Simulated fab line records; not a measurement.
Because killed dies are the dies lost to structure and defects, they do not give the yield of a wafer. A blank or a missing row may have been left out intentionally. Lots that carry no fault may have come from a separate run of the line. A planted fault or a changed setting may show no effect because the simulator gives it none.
Matching of chambers || flow nand harc || 4 sister chambers for NHARC_P_BONDPAD_DESCUM_11 on rie diel-11
The step chemistry O2, time 3 s. 27 wafers are shown with their chamber, then 12 later ones without.

## WAFERS PAIRED WITH THEIR CHAMBERS
{"wafer": "L076.1", "chamber": 3, "drypump motor current A (A)": 5.2, "rf vpp V (V)": 57.0, "oes product au (a.u.)": 1.000}
{"wafer": "L076.2", "chamber": 0, "drypump motor current A (A)": 5.7, "rf vpp V (V)": 58.5, "oes product au (a.u.)": 1.002}
{"wafer": "L076.3", "chamber": 1, "drypump motor current A (A)": 5.9, "rf vpp V (V)": 58.4, "oes product au (a.u.)": 0.996}
{"wafer": "L076.4", "chamber": 2, "drypump motor current A (A)": 5.1, "rf vpp V (V)": 59.1, "oes product au (a.u.)": 0.996}
{"wafer": "L076.5", "chamber": 1, "drypump motor current A (A)": 5.9, "rf vpp V (V)": 56.2, "oes product au (a.u.)": 0.994}
{"wafer": "L076.6", "chamber": 0, "drypump motor current A (A)": 5.7, "rf vpp V (V)": 58.2, "oes product au (a.u.)": 1.001}
{"wafer": "L077.3", "chamber": 2, "drypump motor current A (A)": 5.0, "rf vpp V (V)": 57.5, "oes product au (a.u.)": 0.991}
{"wafer": "L077.4", "chamber": 3, "drypump motor current A (A)": 5.2, "rf vpp V (V)": 57.4, "oes product au (a.u.)": 0.990}
{"wafer": "L077.6", "chamber": 3, "drypump motor current A (A)": 5.2, "rf vpp V (V)": 59.0, "oes product au (a.u.)": 0.990}
{"wafer": "L079.2", "chamber": 0, "drypump motor current A (A)": 5.7, "rf vpp V (V)": 55.2, "oes product au (a.u.)": 0.999}
{"wafer": "L079.3", "chamber": 1, "drypump motor current A (A)": 5.9, "rf vpp V (V)": 58.6, "oes product au (a.u.)": 0.982}
{"wafer": "L079.6", "chamber": 0, "drypump motor current A (A)": 5.7, "rf vpp V (V)": 57.2, "oes product au (a.u.)": 0.998}
{"wafer": "L080.1", "chamber": 3, "drypump motor current A (A)": 5.2, "rf vpp V (V)": 58.0, "oes product au (a.u.)": 0.991}
{"wafer": "L080.2", "chamber": 1, "drypump motor current A (A)": 5.9, "rf vpp V (V)": 56.8, "oes product au (a.u.)": 0.995}
{"wafer": "L080.4", "chamber": 0, "drypump motor current A (A)": 5.7, "rf vpp V (V)": 55.9, "oes product au (a.u.)": 0.990}
{"wafer": "L082.3", "chamber": 2, "drypump motor current A (A)": 5.1, "rf vpp V (V)": 59.9, "oes product au (a.u.)": 0.995}
{"wafer": "L082.5", "chamber": 2, "drypump motor current A (A)": 5.1, "rf vpp V (V)": 58.6, "oes product au (a.u.)": 0.994}
{"wafer": "L082.6", "chamber": 1, "drypump motor current A (A)": 5.9, "rf vpp V (V)": 56.9, "oes product au (a.u.)": 0.993}
{"wafer": "L083.2", "chamber": 1, "drypump motor current A (A)": 5.9, "rf vpp V (V)": 57.0, "oes product au (a.u.)": 0.996}
{"wafer": "L083.3", "chamber": 3, "drypump motor current A (A)": 5.2, "rf vpp V (V)": 57.7, "oes product au (a.u.)": 0.990}
{"wafer": "L083.4", "chamber": 0, "drypump motor current A (A)": 5.7, "rf vpp V (V)": 57.9, "oes product au (a.u.)": 1.004}
{"wafer": "L087.1", "chamber": 1, "drypump motor current A (A)": 5.8, "rf vpp V (V)": 58.0, "oes product au (a.u.)": 1.001}
{"wafer": "L087.4", "chamber": 3, "drypump motor current A (A)": 5.1, "rf vpp V (V)": 57.1, "oes product au (a.u.)": 1.009}
{"wafer": "L087.6", "chamber": 2, "drypump motor current A (A)": 5.1, "rf vpp V (V)": 57.5, "oes product au (a.u.)": 1.020}
{"wafer": "L090.3", "chamber": 3, "drypump motor current A (A)": 5.2, "rf vpp V (V)": 57.2, "oes product au (a.u.)": 1.011}
{"wafer": "L090.4", "chamber": 2, "drypump motor current A (A)": 5.0, "rf vpp V (V)": 56.5, "oes product au (a.u.)": 1.021}
{"wafer": "L090.6", "chamber": 1, "drypump motor current A (A)": 5.9, "rf vpp V (V)": 57.4, "oes product au (a.u.)": 0.997}

SIGNATURES (averages over the wafers above)
{"reading": "drypump motor current A", "chamber 0": 5.700, "chamber 1": 5.888, "chamber 2": 5.067, "chamber 3": 5.186, "scatter within a chamber": 0.0365}
{"reading": "rf vpp V", "chamber 0": 57.150, "chamber 1": 57.413, "chamber 2": 58.183, "chamber 3": 57.629, "scatter within a chamber": 1.03}
{"reading": "oes product au", "chamber 0": 0.99900, "chamber 1": 0.99425, "chamber 2": 1.00283, "chamber 3": 0.99729, "scatter within a chamber": 0.00888}
Rule: for a wafer and a chamber, the distance is found by dividing, reading by reading, the gap between the wafer's reading and the chamber's mean by the reading's scatter, squaring, summing and taking the root. The wafer belongs to the nearest chamber; if the next one is less than 2 further off, it can't be placed. The scatter: take each reading less its chamber's mean, square it, sum over the shown wafers, divide by the number of wafers less the number of chambers, and take the root.

## WAFERS WITH NO CHAMBER GIVEN
{"wafer": "L091.1", "drypump motor current A (A)": 5.1, "rf vpp V (V)": 57.4, "oes product au (a.u.)": 0.994}
{"wafer": "L091.3", "drypump motor current A (A)": 5.9, "rf vpp V (V)": 56.1, "oes product au (a.u.)": 0.989}
{"wafer": "L091.5", "drypump motor current A (A)": 5.7, "rf vpp V (V)": 57.2, "oes product au (a.u.)": 1.009}
{"wafer": "L095.4", "drypump motor current A (A)": 5.1, "rf vpp V (V)": 58.0, "oes product au (a.u.)": 1.013}
{"wafer": "L095.5", "drypump motor current A (A)": 5.7, "rf vpp V (V)": 57.6, "oes product au (a.u.)": 1.004}
{"wafer": "L095.6", "drypump motor current A (A)": 5.9, "rf vpp V (V)": 56.9, "oes product au (a.u.)": 0.999}
{"wafer": "L096.2", "drypump motor current A (A)": 5.1, "rf vpp V (V)": 59.5, "oes product au (a.u.)": 1.006}
{"wafer": "L096.3", "drypump motor current A (A)": 5.9, "rf vpp V (V)": 57.9, "oes product au (a.u.)": 0.996}
{"wafer": "L096.5", "drypump motor current A (A)": 5.8, "rf vpp V (V)": 58.0, "oes product au (a.u.)": 0.994}
{"wafer": "L097.3", "drypump motor current A (A)": 5.7, "rf vpp V (V)": 56.8, "oes product au (a.u.)": 0.995}
{"wafer": "L097.4", "drypump motor current A (A)": 5.8, "rf vpp V (V)": 57.3, "oes product au (a.u.)": 0.994}
{"wafer": "L097.5", "drypump motor current A (A)": 5.8, "rf vpp V (V)": 58.3, "oes product au (a.u.)": 0.997}

## WHICH CHAMBER EACH ONE RAN IN
{"wafer": "L091.1", "from the rows above": "can't be placed: 2 or 3", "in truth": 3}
{"wafer": "L091.3", "from the rows above": 1, "in truth": 1}
{"wafer": "L091.5", "from the rows above": 0, "in truth": 0}
{"wafer": "L095.4", "from the rows above": "can't be placed: 2 or 3", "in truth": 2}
{"wafer": "L095.5", "from the rows above": 0, "in truth": 0}
{"wafer": "L095.6", "from the rows above": 1, "in truth": 1}
{"wafer": "L096.2", "from the rows above": "can't be placed: 2 or 3", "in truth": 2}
{"wafer": "L096.3", "from the rows above": 1, "in truth": 1}
{"wafer": "L096.5", "from the rows above": "can't be placed: 1 or 0", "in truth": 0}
{"wafer": "L097.3", "from the rows above": 0, "in truth": 0}
{"wafer": "L097.4", "from the rows above": "can't be placed: 1 or 0", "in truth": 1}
{"wafer": "L097.5", "from the rows above": "can't be placed: 1 or 0", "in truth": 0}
Placed correctly: 6 of 12. From these rows, 6 cannot be placed; in 6 the true chamber is one of the candidates. Wrongly placed: 0.
